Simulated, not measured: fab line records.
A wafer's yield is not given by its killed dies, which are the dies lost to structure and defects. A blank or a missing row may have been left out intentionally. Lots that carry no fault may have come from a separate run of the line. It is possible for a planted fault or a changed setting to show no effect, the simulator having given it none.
One fault seen from 2 desks -- flow nandHarc -- each desk has only its own numbers; what lay behind them comes last

== DESK OF THE TOOL OWNER: pecvdOnon-01 ==
The tool's own readings at NHARC_A_ONON_D1_DEP_28 (target thk 1000 nm): means of the sampled wafers that have a number, for each lot that ran on this tool. Marked OUT: a lot whose mean sits more than 4 standard deviations from the usual mean, which makes it out of limits; the brackets give that distance.
Columns: A = nh3FlowSccm at NHARC_A_ONON_D1_DEP_28, usual 499.7 sccm
lot,first seen here,A
L281,day 8 03:59,499.1
L283,day 9 05:38,499.1
L286,day 10 02:04,498.9
L287,day 11 01:33,498.7
L293,day 13 06:41,498.3
L294,day 13 15:56,499.5
L302,day 16 23:34,500.5
This desk's finding: nothing out of limits on any of the 7 lots.

== THE METROLOGY DESK ==
Lot by lot, what the gauges showed, no matter which tool ran the lot: averages of those sampled wafers that carry a number. Marked OUT: a lot whose mean sits more than 4 standard deviations from the usual mean, which makes it out of limits; the brackets give that distance.
Columns: A = thkNm at NHARC_A_ONON_D1_THK_MEAS_30, usual 999 nm; B = cdNm at NHARC_A_CHANNEL_HOLE_D1_CD_MEAS_18, usual 99.6 nm
lot,first seen here,A,B
L281,day 8 04:26,1001,99.7
L282,day 8 08:53,1006,98.8
L283,day 9 06:05,992,99.1
L284,day 9 06:05,1002,101.2
L286,day 10 02:31,1011,100.8
L288,day 11 01:57,994,99.9
L287,day 11 01:58,988,102.5
L293,day 13 07:08,1062 (+6.3) OUT,-
L294,day 13 16:23,1079 (+8.0) OUT,-
L296,day 14 09:01,1006,97.8
L298,day 15 06:49,991,99.0
L302,day 17 00:04,996,98.9
L303,day 17 11:39,997,100.1
L304,day 18 05:55,994,99.5
Finding of this desk: L293, L294 out of limits; the first was L293 at day 13 07:08, on thkNm at NHARC_A_ONON_D1_THK_MEAS_30. L281, L282, L283, L284, L286, L288, L287, L296, L298, L302, L303, L304: within limits.

== PUT TOGETHER ==
The metrology desk could have raised an alarm at day 13 07:08, on L293, L294.
Nothing out of limits was seen by the tool owner's desk.
The tool owner's desk has L293, L294 on record, within its limits.
NHARC_A_ONON_D1_DEP_28 was run on pecvdOnon-01 by each of the lots named.

== WHAT WAS PUT IN BY THE SIMULATOR ==
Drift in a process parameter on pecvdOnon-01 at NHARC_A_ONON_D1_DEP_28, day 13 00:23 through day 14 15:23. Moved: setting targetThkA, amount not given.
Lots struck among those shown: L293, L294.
Time in hours between the start of the fault and the first out-of-limits reading at each desk: metrology desk, 7.
